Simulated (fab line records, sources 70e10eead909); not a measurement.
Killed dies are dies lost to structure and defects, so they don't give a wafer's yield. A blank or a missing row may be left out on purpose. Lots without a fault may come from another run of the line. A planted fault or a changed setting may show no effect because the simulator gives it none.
fab line records | flow nand_harc
record lots=6 wafers=18 last_day=25
route steps=1159 shown P_M2@337 P_BONDPAD@351 END@1159
lots that met no fault: from a run of the same line without faults
start_h: hours from the record's first day to the start of the lot's first wafer shown | wait_h: hours since the lot's step before | " the same as in the row above | L1.1+2: a row that stands for several wafers | - no value, or no start given | * or withheld: withheld | < > ~ a bound
route shown NAME@n: a module of which the file shows steps, and the number in the route of the first | usual: mean/standard deviation of fault-free wafers | same: alike in all rows | chamber/n: place in a boat | sites: the reading at each site | _std_site: their standard deviation | _edge_site: outer sites' mean less inner sites' | radius_mm: how far each site lies from the wafer's centre | mask NAME#n: copy n | behind: the tool/chamber that last shaped the wafer | hold: why the lot was held/for how many hours/how that ended | device: the transistor (n, p or np) that didn't switch | end of line: the same wafers' tests at the end of the route | a step without rows: its recipe alone | killed: dies lost to structure and defects at the first sort, not the wafer's yield | map: a wafer's dies, x killed, . not, _ none there
set.NAME: the setting as run; set.NAME@STEP: as run at that earlier step | model.NAME: the simulator's own value behind a step, which no gauge read
lots at some steps of the route; a table a step, a row a wafer
services: from which hour (start_h, from the record's first day; less than 0 if before it) a tool's chamber was out of use, for how many hours, and why
## steps
# step NHARC_P_M2_STRIP_19
# recipe time_s=600 temp_c=30 chemistry=post_etch_residue_remover
# step NHARC_P_M2_DEGAS_29
# recipe temp_c=250 time_s=60
# step NHARC_P_M2_PRE_CLEAN_30
# recipe time_s=30 temp_c=280 gas=H2/He
# step NHARC_P_M2_PVD_20
# recipe target_thk_a=50 bias_v=168.6 power_w=15000 chamber_pressure_pa=0.12 time_s=8.06 substrate_temp_c=50 material=TaN
# usual throttle_valve_pct=29.8/1.1
# columns lot.wafer tool chamber start_h wait_h throttle_valve_pct
L502.2 pvd_sputter-01 - - - 30.1
L502.3 " - " " 30.4
L502.6 " - " " 30.4
L511.3 pvd_sputter-03 - - - 30.6
L511.2 " - " " 29.9
L511.6 " - " " 30.7
L512.3 pvd_sputter-03 - - - 27.2
L512.5 " - " " 30.0
L512.6 " - " " 27.2
L514.3 pvd_sputter-01 - - - 30.4
L514.1 " - " " 29.6
L514.6 " - " " 31.1
L521.1 pvd_sputter-02 - - - 29.6
L521.5 " - " " 29.5
L521.6 " - " " 30.0
L523.4 pvd_sputter-01 - - - 30.0
L523.2 " - " " 30.4
L523.6 " - " " 29.9
# step NHARC_P_M2_PVD_21
# recipe target_thk_a=300 chamber_pressure_pa=5 power_w=5000 substrate_temp_c=30 time_s=20.49 material=Cu
# step NHARC_P_M2_ECD_22
# recipe target_thk_a=4000 bath_temp_c=25 material=Cu
# step NHARC_P_M2_ANNEAL_31
# recipe temp_c=225 time_s=90
# step NHARC_P_M2_CMP_23
# recipe t_overpolish_s=20 target_thk_nm=144.3
# usual motor_current_A=12.2/1.5 time_to_endpoint_s=28.0/2.6
# columns lot.wafer tool chamber start_h wait_h motor_current_A time_to_endpoint_s
L502.3 cmp-02 0 141.24 - 9.7 28.6
L502.2 " 1 " " 11.7 27.2
L502.6 " 2 " " 13.6 28.6
L511.2 cmp-02 1 190.67 - 11.6 24.9
L511.3 " 2 " " 14.2 26.7
L511.6 " 1 " " 12.3 25.8
L512.3 cmp-03 3 191.70 - 10.8 24.8
L512.6 " 2 " " 12.9 26.2
L512.5 " 3 " " 10.5 24.6
L514.1 cmp-03 3 205.51 - 11.4 26.8
L514.3 " 0 " " 12.4 30.7
L514.6 " 3 " " 10.8 28.3
L521.1 cmp-03 2 238.70 - 13.0 23.5
L521.6 " 1 " " 13.7 24.2
L521.5 " 2 " " 13.2 27.2
L523.4 cmp-03 3 264.32 - 11.7 25.2
L523.2 " 0 " " 12.7 26.5
L523.6 " 0 " " 13.7 24.5
# step NHARC_P_M2_THK_MEAS_24
# recipe thk_meas_gauge=xrf
# usual thk_nm=144.0/1.5
# columns lot.wafer tool chamber start_h wait_h thk_nm
L502.2 film_metro-01 - 141.49 - 143.4
L502.3 " - " " 144.4
L502.6 " - " " 146.7
L511.2 film_metro-02 - 190.98 - 143.8
L511.3 " - " " 143.6
L511.6 " - " " 143.4
L512.3 film_metro-02 - 191.98 - 141.2
L512.5 " - " " 142.6
L512.6 " - " " 144.5
L514.1 film_metro-02 - 205.83 - 145.0
L514.3 " - " " 144.9
L514.6 " - " " 142.1
L521.1 film_metro-02 - 238.99 - 145.0
L521.5 " - " " 141.4
L521.6 " - " " 142.5
L523.2 film_metro-02 - 264.64 - 143.7
L523.4 " - " " 144.0
L523.6 " - " " 142.7
# step NHARC_P_M2_SRD_25
# step NHARC_P_M2_INSPECT_27
# usual raw_defect_count=346/150
# columns lot.wafer tool chamber start_h wait_h raw_defect_count
L502.2 defect_inspect-02 - 141.65 0.0 164
L502.3 " - " " 278
L502.6 " - " " 319
L511.2 defect_inspect-01 - 191.14 0.0 329
L511.3 " - " " 349
L511.6 " - " " 333
L512.3 defect_inspect-01 - 192.15 0.0 424
L512.5 " - " " 572
L512.6 " - " " 387
L514.1 defect_inspect-02 - 205.99 0.0 479
L514.3 " - " " 574
L514.6 " - " " 468
L521.1 defect_inspect-02 - 239.15 0.0 424
L521.5 " - " " 1032
L521.6 " - " " 318
L523.2 defect_inspect-02 - 264.80 0.0 409
L523.4 " - " " 405
L523.6 " - " " 674
# step NHARC_P_M2_PRE_CLEAN_32
# recipe time_s=12 temp_c=370 rf_power_w=300 gas=NH3
# usual heater_power_w=622/71
# columns lot.wafer tool chamber start_h wait_h heater_power_w
L502.2 pecvd-04 1 141.72 0.1 604
L502.3 " 2 " " 703
L502.6 " 1 " " 605
L511.2 pecvd-01 1 191.22 0.1 669
L511.3 " 2 " " 583
L511.6 " 0 " " 640
L512.3 pecvd-04 0 192.25 0.1 809
L512.6 " 2 " " 708
L512.5 " 0 " " 766
L514.1 pecvd-03 0 206.05 0.1 514
L514.3 " 2 " " 488
L514.6 " 1 " " 649
L521.1 pecvd-03 0 239.23 0.1 512
L521.6 " 2 " " 558
L521.5 " 1 " " 646
L523.2 pecvd-03 1 264.86 0.1 642
L523.6 " 1 " " 654
L523.4 " 2 " " 514
# step NHARC_P_M2_DEP_33
# recipe target_thk_a=300 temp_c=370 target_thk_nm=30 pressure_torr=3 flow_sccm=200 rf_w=450 material=SiCN
# step NHARC_P_BONDPAD_DEP_00
# recipe target_thk_a=2500 temp_c=370 target_thk_nm=250 pressure_torr=3 flow_sccm=200 rf_w=450 material=SiCN
# step NHARC_P_BONDPAD_CMP_32
# recipe target_thk_nm=200 material=SiCN
# usual motor_current_A=12.2/1.3
# columns lot.wafer tool chamber start_h wait_h motor_current_A
L502.2 cmp-03 3 142.62 - 11.1
L502.3 " 0 " " 12.2
L502.6 " 0 " " 12.7
L511.3 cmp-01 0 192.13 - 13.2
L511.2 " 2 " " 10.8
L511.6 " 0 " " 14.0
L512.3 cmp-01 2 193.17 - 10.7
L512.6 " 2 " " 10.6
L512.5 " 3 " " 12.0
L514.1 cmp-01 2 206.98 - 10.1
L514.3 " 3 " " 11.7
L514.6 " 2 " " 10.4
L521.1 cmp-01 3 240.16 - 11.4
L521.6 " 2 " " 10.1
L521.5 " 3 " " 11.6
L523.4 cmp-02 2 265.80 - 14.6
L523.2 " 3 " " 12.0
L523.6 " 2 " " 13.1
# step NHARC_P_BONDPAD_THK_MEAS_33
# recipe thk_meas_gauge=ellipsometry
# usual thk_nm=199.8/1.5
# columns lot.wafer tool chamber start_h wait_h thk_nm
L502.2 film_metro-01 - 142.87 0.2 197.6
L502.3 " - " " 198.9
L502.6 " - " " 201.3
L511.2 film_metro-02 - 192.36 0.2 199.5
L511.3 " - " " 202.4
L511.6 " - " " 199.6
L512.3 film_metro-02 - 193.42 0.2 199.2
L512.5 " - " " 199.6
L512.6 " - " " 199.8
L514.1 film_metro-02 - 207.21 0.2 202.3
L514.3 " - " " 199.5
L514.6 " - " " 197.0
L521.1 film_metro-02 - 240.38 0.2 200.1
L521.5 " - " " 201.8
L521.6 " - " " 201.1
L523.2 film_metro-01 - 266.02 0.2 198.7
L523.4 " - " " 199.6
L523.6 " - " " 199.5
# step NHARC_P_BONDPAD_SRD_34
# step NHARC_P_BONDPAD_DEHYDRATE_01
# recipe temp_c=150 time_s=120
# step NHARC_P_BONDPAD_HMDS_02
# recipe time_s=30
# step NHARC_P_BONDPAD_COAT_36
# recipe temp_c=200 time_s=65
# step NHARC_P_BONDPAD_COAT_03
# recipe spin_rpm=2000 resist_thk_nm=600
# step NHARC_P_BONDPAD_SOFTBAKE_04
# recipe temp_c=125 time_s=70
# step NHARC_P_BONDPAD_EBR_05
# step NHARC_P_BONDPAD_EXPOSE_06
# recipe na=0.55 dose_mj=37.06 mask_id=P_BPAD
# step NHARC_P_BONDPAD_PEB_07
# recipe peb_temp_c=128 peb_time_s=80
# step NHARC_P_BONDPAD_DEVELOP_08
# recipe time_s=50 dev_temp_c=22
# step NHARC_P_BONDPAD_CD_MEAS_09
# recipe target_cd_nm=500 landing_energy_ev=500
# usual cd_nm=500.0/2
# columns lot.wafer tool chamber start_h wait_h cd_nm
L502.2 cd_sem-03 0 143.45 - 497.7
L502.3 " 0 " " 499.3
L502.6 " 0 " " 498.5
L511.2 cd_sem-03 0 192.80 - 498.7
L511.3 " 0 " " 500.2
L511.6 " 0 " " 500.1
L512.3 cd_sem-03 0 193.99 - 501.7
L512.5 " 0 " " 503.3
L512.6 " 0 " " 501.5
L514.1 cd_sem-03 0 207.78 - 503.4
L514.3 " 0 " " 500.7
L514.6 " 0 " " 504.2
L521.1 cd_sem-02 0 240.96 - 501.0
L521.5 " 0 " " 498.2
L521.6 " 0 " " 501.5
L523.2 cd_sem-02 0 266.59 - 501.2
L523.4 " 0 " " 499.2
L523.6 " 0 " " 502.7
# step NHARC_P_BONDPAD_OVL_MEAS_38
# usual overlay_x_nm=0/6 overlay_y_nm=-1/5
# columns lot.wafer tool chamber start_h wait_h overlay_x_nm overlay_y_nm
L502.2 overlay-01 - 143.53 - 3 3
L502.3 " - " " 2 3
L502.6 " - " " 2 3
L511.2 overlay-01 - 192.89 - -1 -5
L511.3 " - " " -1 -6
L511.6 " - " " -1 -5
L512.3 overlay-02 - 194.08 - 0 0
L512.5 " - " " 1 0
L512.6 " - " " 0 0
L514.1 overlay-01 - 207.87 - 5 -4
L514.3 " - " " 5 -4
L514.6 " - " " 5 -4
L521.1 overlay-02 - 241.05 - -6 1
L521.5 " - " " -6 1
L521.6 " - " " -6 0
L523.2 overlay-02 - 266.68 - -2 -5
L523.4 " - " " -2 -5
L523.6 " - " " -2 -5
# step NHARC_P_BONDPAD_HARDBAKE_10
# recipe temp_c=118 time_s=65
# step NHARC_P_BONDPAD_DESCUM_11
# recipe time_s=3 o2_flow_sccm=200 ar_flow_sccm=0 bias_power_w=0 chemistry=O2
# step NHARC_P_BONDPAD_ETCH_37
# recipe target_depth_a=600 overetch_a=180 time_s=65.91 ion_energy_ev=200 n2_flow_sccm=150 h2_flow_sccm=150 ar_flow_sccm=0 rf_w=400 bias_w=150 chemistry=N2/H2
# usual drypump_motor_current_A=5.72/0.25 mfc_ar_sccm=0.013/0.015 oes_product_au=0.998/0.011 rf_vpp_V=429.2/2.6 showerhead_plenum_p_Torr=2.00/0.09 throttle_valve_pct=14.172/0.0091
# columns lot.wafer tool chamber start_h wait_h drypump_motor_current_A mfc_ar_sccm oes_product_au rf_hours_counter_h rf_vpp_V showerhead_plenum_p_Torr throttle_valve_pct
L502.3 rie_diel-07 2 143.76 0.1 5.79 0.002 1.014 8 426.4 1.91 14.172
L502.2 " 3 " " 5.61 0 0.989 8 433.8 2.17 14.174
L502.6 " 1 " " 5.73 0.037 0.980 - 427.6 1.97 14.177
L511.2 rie_diel-07 2 193.10 0.1 5.81 0.002 1.003 13 426.4 1.90 14.167
L511.3 " 0 " " 5.98 0.008 1.004 14 427.7 1.95 14.194
L511.6 " 1 " " 5.74 0.037 0.974 - 428.6 1.97 14.176
L512.3 rie_diel-07 1 194.30 0.1 5.71 0.037 0.981 11 429.0 1.97 14.166
L512.6 " 0 " " 5.96 0.008 0.992 - 429.4 1.95 14.180
L512.5 " 1 " " 5.68 0.037 0.961 - 429.0 1.97 14.171
L514.3 rie_diel-01 2 208.08 0.1 6.22 0 1.006 26 429.6 1.99 14.164
L514.1 " 1 " " 4.79 0.009 1.010 18 426.4 1.90 14.161
L514.6 " 2 " " 6.20 0 1.007 - 429.5 1.99 14.165
L521.1 rie_diel-07 1 241.26 0.1 5.74 0.037 0.997 0 428.4 1.97 14.184
L521.5 " 0 " " 5.91 0.008 1.002 - 429.6 1.95 14.176
L521.6 " 1 " " 5.74 0.037 0.995 - 427.3 1.97 14.155
L523.4 rie_diel-07 1 266.90 0.1 5.71 0.037 0.985 3 428.5 1.97 14.194
L523.2 " 2 " " 5.83 0.002 0.988 3 426.9 1.90 14.162
L523.6 " 0 " " 5.93 0.008 0.998 - 429.9 1.95 14.168
# step NHARC_P_BONDPAD_ETCH_12
# recipe target_depth_a=2000 time_s=100 chf3_flow_sccm=50 o2_flow_sccm=10 ar_flow_sccm=200 rf_w=500 bias_w=200 chemistry=CHF3/O2
# step NHARC_P_BONDPAD_CD_MEAS_13
# usual cd_nm=499.4/2.2
# columns lot.wafer tool chamber start_h wait_h cd_nm
L502.2 cd_sem-03 - 143.98 - 497.6
L502.3 " - " " 497.7
L502.6 " - " " 498.2
L511.2 cd_sem-03 - 193.37 - 498.4
L511.3 " - " " 499.1
L511.6 " - " " 499.3
L512.3 cd_sem-03 - 194.67 - 501.1
L512.5 " - " " 503.4
L512.6 " - " " 502.1
L514.1 cd_sem-03 - 208.30 - 503.9
L514.3 " - " " 500.2
L514.6 " - " " 505.5
L521.1 cd_sem-03 - 241.49 - 499.9
L521.5 " - " " 498.2
L521.6 " - " " 500.5
L523.2 cd_sem-03 - 267.12 - 498.8
L523.4 " - " " 498.3
L523.6 " - " " 502.5
# step NHARC_P_BONDPAD_STRIP_15
# recipe o2_flow_sccm=500 ar_flow_sccm=0 bias_w=0 chemistry=O2
# step NHARC_P_BONDPAD_ETCH_24
# recipe target_depth_a=300 over_etch_frac=0.3 time_s=72.99 ion_energy_ev=150 cf4_flow_sccm=50 n2_flow_sccm=100 ar_flow_sccm=150 rf_w=300 bias_w=100 chemistry=CF4/N2
# step NHARC_P_BONDPAD_STRIP_16
# recipe time_s=600 temp_c=30 chemistry=post_etch_residue_remover
# step NHARC_P_BONDPAD_DEGAS_25
# recipe temp_c=300 time_s=60
# usual heater_power_w=451/52
# columns lot.wafer tool chamber start_h wait_h heater_power_w
L502.3 pvd_sputter-01 - 144.66 - 461
L502.2 " - " " 506
L502.6 " - " " 344
L511.2 pvd_sputter-01 - 194.01 - 469
L511.3 " - " " 494
L511.6 " - " " 465
L512.3 pvd_sputter-01 - 195.38 - 477
L512.6 " - " " 480
L512.5 " - " " 363
L514.3 pvd_sputter-01 - 208.93 - 476
L514.1 " - " " 472
L514.6 " - " " 352
L521.1 pvd_sputter-03 - 242.12 - 532
L521.6 " - " " 450
L521.5 " - " " 425
L523.2 pvd_sputter-01 - 267.74 - 463
L523.4 " - " " 351
L523.6 " - " " 471
# step NHARC_P_BONDPAD_PRE_CLEAN_26
# recipe time_s=30 temp_c=280 gas=H2/He
# step NHARC_P_BONDPAD_PVD_17
# recipe target_thk_a=50 bias_v=168.6 power_w=15000 chamber_pressure_pa=0.12 time_s=8.06 substrate_temp_c=50 material=TaN
# step NHARC_P_BONDPAD_PVD_27
# recipe target_thk_a=300 chamber_pressure_pa=5 power_w=5000 substrate_temp_c=30 time_s=20.49 material=Cu
# step NHARC_P_BONDPAD_ECD_18
# recipe target_thk_a=4000 bath_temp_c=25 material=Cu
# step NHARC_END_SORT_01
# recipe temp_c=25
# usual defect_limited_yield=95.4/1.8 killed_at_array=27/11 killed_at_other=0.7/1.1 killed_at_periphery=3.4/2.1 killed_dies=31/12 killed_open=3.6/2 killed_short=2.0/1.3 sort_bin_2_pct=1.5/0.71 sort_bin_3_pct=0.25/0.22 sort_bin_4_pct=2.9/1.2 sort_n_pass=646/12 sort_rim_yield_pct=95.0/2.5 sort_yield_pct=95.4/1.8
# same gross_dies=677 sort_bin_5_pct[%]=0 sort_bin_6_pct[%]=0 sort_bin_7_pct[%]=0 sort_bin_8_pct[%]=0 sort_rim_n_gross=106.00
# columns lot.wafer tool chamber start_h wait_h defect_limited_yield[%] killed_at_array killed_at_other killed_at_periphery killed_dies killed_open killed_short sort_bin_2_pct[%] sort_bin_3_pct[%] sort_bin_4_pct[%] sort_n_pass sort_rim_yield_pct[%] sort_yield_pct[%]
L502.2 prober-02 0 451.56 2.8 96.3 22 0 3 25 1 0 1.5 0.30 1.9 652 94.3 96.3
L502.3 prober-02 0 452.35 3.1 95.6 28 0 2 30 6 1 0.9 0.15 3.4 647 94.3 95.6
L502.6 prober-02 0 454.73 4.0 92.8 45 0 4 49 6 3 2.5 0.44 4.3 628 88.7 92.8
L511.2 prober-02 0 499.15 2.8 97.8 12 1 2 15 5 3 0.9 0.15 1.2 662 97.2 97.8
L511.3 prober-02 0 499.95 3.1 96.9 20 0 1 21 1 3 0.6 0.15 2.4 656 93.4 96.9
L511.6 prober-02 0 502.34 4.0 95.7 22 0 7 29 9 4 0.9 0.15 3.2 648 95.3 95.7
L512.3 prober-01 0 499.99 3.1 94.8 35 0 0 35 1 0 1.2 0.30 3.7 642 100.0 94.8
L512.5 prober-01 0 501.60 3.7 94.1 36 1 3 40 4 4 1.6 0.30 4.0 637 93.4 94.1
L512.6 prober-01 0 502.40 4.0 94.5 35 0 2 37 2 2 2.1 0.30 3.1 640 100.0 94.5
L514.1 prober-01 0 506.21 2.5 95.4 27 0 4 31 2 0 2.2 0.15 2.2 646 95.3 95.4
L514.3 prober-01 0 507.80 3.1 96.0 26 0 1 27 6 2 1.2 0.30 2.5 650 96.2 96.0
L514.6 prober-01 0 510.18 4.0 95.1 29 1 3 33 5 2 1.8 0.15 3.0 644 97.2 95.1
L521.1 prober-01 0 546.44 2.5 95.6 29 0 1 30 6 0 1.2 0.15 3.1 647 95.3 95.6
L521.5 prober-01 0 549.64 3.7 95.3 29 0 3 32 2 1 1.5 0.15 3.1 645 92.5 95.3
L521.6 prober-01 0 550.44 4.0 82.7 21 1 95 117 4 0 7.2 3.10 6.9 560 91.5 82.7
L523.4 prober-01 0 590.71 3.4 80.9 34 4 91 129 4 1 7.8 3.40 7.8 548 92.5 80.9
# killed by level:class
L502.2 A_CHANNEL_HOLE_D1:chamber_film_flake=10 A_STAIRCASE:chamber_film_flake=5 A_SLIT:chamber_film_flake=5 P_M1:chamber_film_flake=3 A_CONTACT:geometric_particle:open=1 A_WL_FILL:chamber_film_flake=1
L502.3 A_CHANNEL_HOLE_D1:chamber_film_flake=11 A_SLIT:chamber_film_flake=5 A_CONTACT:geometric_particle:open=3 A_CONTACT:chamber_film_flake=3 A_STAIRCASE:chamber_film_flake=2 P_CONTACT:geometric_particle:open=1 A_ONON_D1:geometric_particle:open=1 A_SGD_CUT:geometric_particle:open=1
L502.6 A_CHANNEL_HOLE_D1:chamber_film_flake=19 A_SLIT:chamber_film_flake=9 A_STAIRCASE:chamber_film_flake=4 P_M1:chamber_film_flake=3 A_CONTACT:geometric_particle:open=2 A_CONTACT:chamber_film_flake=2 A_M1:chamber_film_flake=2 P_CONTACT:geometric_particle:open=1
L511.2 A_STAIRCASE:chamber_film_flake=3 A_WL_FILL:geometric_particle:short=2 A_WL_FILL:geometric_particle:open=2 A_CONTACT:geometric_particle:open=2 P_GATE:chamber_film_flake=2 A_CHANNEL_FILL_D1:geometric_particle:open=1 STARTING-WAFER:geometric_particle:short=1 A_CHANNEL_HOLE_D1:chamber_film_flake=1
L511.3 A_STAIRCASE:chamber_film_flake=7 A_CONTACT:chamber_film_flake=5 A_ZERO_WELL:chamber_film_flake=3 A_CHANNEL_HOLE_D1:chamber_film_flake=2 P_CONTACT:geometric_particle:short=1 A_CHANNEL_FILL_D1:geometric_particle:short=1 A_WL_FILL:geometric_particle:short=1 A_CONTACT:geometric_particle:open=1
L512.3 A_CHANNEL_HOLE_D1:chamber_film_flake=22 A_STAIRCASE:chamber_film_flake=8 A_M0:geometric_particle:open=1 A_ZERO_WELL:chamber_film_flake=1 A_SGD_CUT:chamber_film_flake=1 A_WL_FILL:chamber_film_flake=1 A_CONTACT:chamber_film_flake=1
L512.5 A_CHANNEL_HOLE_D1:chamber_film_flake=18 A_STAIRCASE:chamber_film_flake=8 A_CONTACT:chamber_film_flake=3 P_GATE:geometric_particle:open=1 P_M0:geometric_particle:open=1 A_CHANNEL_HOLE_D1:geometric_particle:short=1 A_CHANNEL_HOLE_D1:geometric_particle:open=1 A_CHANNEL_FILL_D1:geometric_particle:short=1
L511.6 A_STAIRCASE:chamber_film_flake=5 A_CONTACT:chamber_film_flake=4 A_M0:geometric_particle:open=3 P_M0:chamber_film_flake=3 A_CONTACT:geometric_particle:open=2 P_M0:geometric_particle:open=1 P_M0:geometric_particle:short=1 P_M2:geometric_particle:open=1
L512.6 A_CHANNEL_HOLE_D1:chamber_film_flake=23 A_WL_FILL:chamber_film_flake=4 A_STAIRCASE:chamber_film_flake=3 A_CONTACT:chamber_film_flake=2 P_CONTACT:geometric_particle:open=1 A_CHANNEL_FILL_D1:geometric_particle:short=1 A_SGD_CUT:geometric_particle:short=1 A_M1:geometric_particle:open=1
L514.1 A_CHANNEL_HOLE_D1:chamber_film_flake=21 P_M1:chamber_film_flake=3 A_CONTACT:chamber_film_flake=2 A_SOURCE_PLATE:geometric_particle:open=1 A_BLC:geometric_particle:open=1 P_GATE:chamber_film_flake=1 A_CHANNEL_FILL_D1:chamber_film_flake=1 A_WL_FILL:chamber_film_flake=1
L514.3 A_CHANNEL_HOLE_D1:chamber_film_flake=16 A_CHANNEL_FILL_D1:geometric_particle:open=2 A_WL_FILL:geometric_particle:open=2 A_CONTACT:chamber_film_flake=2 P_M0:geometric_particle:open=1 A_ONON_D1:geometric_particle:short=1 A_M0:geometric_particle:open=1 A_M1:geometric_particle:short=1
L514.6 A_CHANNEL_HOLE_D1:chamber_film_flake=22 A_CONTACT:chamber_film_flake=3 P_GATE:geometric_particle:open=1 P_M1:geometric_particle:open=1 A_ONON_D1:geometric_particle:open=1 A_STAIRCASE:geometric_particle:short=1 A_CONTACT:geometric_particle:open=1 A_BLC:geometric_particle:short=1
L521.1 A_SLIT:chamber_film_flake=14 A_CHANNEL_HOLE_D1:chamber_film_flake=6 A_SGD_CUT:chamber_film_flake=3 A_BLC:geometric_particle:open=2 P_M0:geometric_particle:open=1 A_SOURCE_PLATE:geometric_particle:open=1 A_CONTACT:geometric_particle:open=1 A_M1:geometric_particle:open=1
L521.5 A_SLIT:chamber_film_flake=14 A_SGD_CUT:chamber_film_flake=6 A_CHANNEL_HOLE_D1:chamber_film_flake=5 P_M0:geometric_particle:short=1 A_CONTACT:geometric_particle:open=1 A_M1:geometric_particle:open=1 P_GATE:chamber_film_flake=1 P_BONDPAD:chamber_film_flake=1
L521.6 P_M2:unspecified=90 A_SGD_CUT:chamber_film_flake=6 A_SLIT:chamber_film_flake=6 P_BONDPAD:chamber_film_flake=5 A_CHANNEL_HOLE_D1:chamber_film_flake=5 A_CONTACT:geometric_particle:open=2 A_SOURCE_PLATE:geometric_particle:open=1 A_M1:geometric_particle:open=1
L523.4 P_M2:unspecified=86 A_SLIT:chamber_film_flake=22 A_CHANNEL_HOLE_D1:chamber_film_flake=5 A_CONTACT:chamber_film_flake=4 THIN_TSV:chamber_film_flake=4 P_ZERO_WELL:chamber_film_flake=3 P_CONTACT:geometric_particle:open=2 A_CONTACT:geometric_particle:open=2
# map L521.6 (x killed, . not)
____________.____________
_________......._________
_______..........._______
______.............______
_____..x............_____
____.................____
____..x..x...........____
___...x...............___
___...................___
__...x...xx.x..........__
__.....x.xx............__
_......xx.xxx..........._
_......x.xxxxx.........x_
_......xxxxxxx.........._
_.....xxxxxxxxxx......x._
_.....xxxxxxxx.........x_
xx.....xxxxxxx.x.....x..x
x.....xxxxxxxxx.......x..
...x..x.xxxxxx.x......xxx
..x..xxxxxxxxx..........x
x.....xxxxxxx..x.........
_.......x.xxx..........._
_.......x..x.x.........._
_........x....x........._
_......................._
_......................._
__..........x..........__
__.....................__
___...................___
___...................___
____.................____
____..............x..____
_____..............._____
______.............______
_______..........x_______
_________......._________
____________.____________
# map L523.4 (x killed, . not)
____________.____________
_________......._________
_______...x......._______
______.x...........______
_____..x............_____
____.xx.x............____
____xxxx.............____
___x..xxxxx.........x.___
___..xx..x.x..........___
__....xx.x............x__
__.....xx.xx..........x__
_.....x.xxxxx..........._
_...x...xxxxxxx........._
_.....xxxxxxxx.x........_
_......xxxxxxxx......x.._
_......xxxxxxxx........x_
.......xxxxxxx......x....
.....xxxxxxxxxx.x........
.....xxxxxxxxxx.......x.x
.......xxxxxxx...........
.....x..xxxxx............
_......x.xxx.x.x..x....._
_........xx............._
_......................._
_......................._
_......................._
__.....................__
__.....................__
___..............x..x.___
___...................___
____.........x.......____
____.................____
_____........x.x...._____
______.............______
_______..........._______
_________......._________
____________.____________
## services
# columns tool chamber start_h hours kind
cmp-02 - 128.56 4.0 pm
rie_diel-07 2 131.40 2.6 repair
rie_diel-01 - 138.80 9.0 pm
cmp-01 - 153.89 2.1 repair
cmp-03 - 156.02 4.0 pm
pecvd-03 - 156.91 0.2 repair
pvd_sputter-01 - 158.00 10.0 pm
cmp-01 - 179.50 4.0 pm
rie_diel-01 1 188.14 12.0 repair
pecvd-04 - 195.33 13.0 pm
pecvd-01 0 197.05 7.9 repair
cmp-02 - 198.66 11.7 repair
rie_diel-07 2 203.94 2.2 repair
cmp-01 - 216.63 1.2 repair
pvd_sputter-02 - 217.91 10.0 pm
cmp-03 - 219.37 0.3 repair
rie_diel-01 3 223.43 9.2 repair
cmp-02 - 226.56 4.0 pm
rie_diel-07 - 228.23 9.0 pm
rie_diel-01 0 236.14 16.6 repair
cmp-01 - 237.03 0.5 repair
pecvd-01 - 237.19 13.0 pm
cmp-03 - 248.95 1.2 repair
cmp-03 - 254.02 4.0 pm
## key
first_sign step=NHARC_END_SORT_01 reading=killed_at_periphery direction=up sigmas=43 usual=3.4 struck=93
effect step=NHARC_END_SORT_01 reading=killed_dies direction=up sigmas=7.5 usual=31 struck=123
more_kills_born_at NHARC_P_M2_PRE_CLEAN_32@pecvd-03=176
met_at NHARC_P_M2_PRE_CLEAN_32
struck_wafers L521.6,L523.4
onset_between 206.05 239.23
fault kind=chamber_particle_source tool=pecvd-03 chamber=2 onset_h=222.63 steps=NHARC_P_M2_PRE_CLEAN_32 rate_per_visit_cm2=0.77053 end_h=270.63
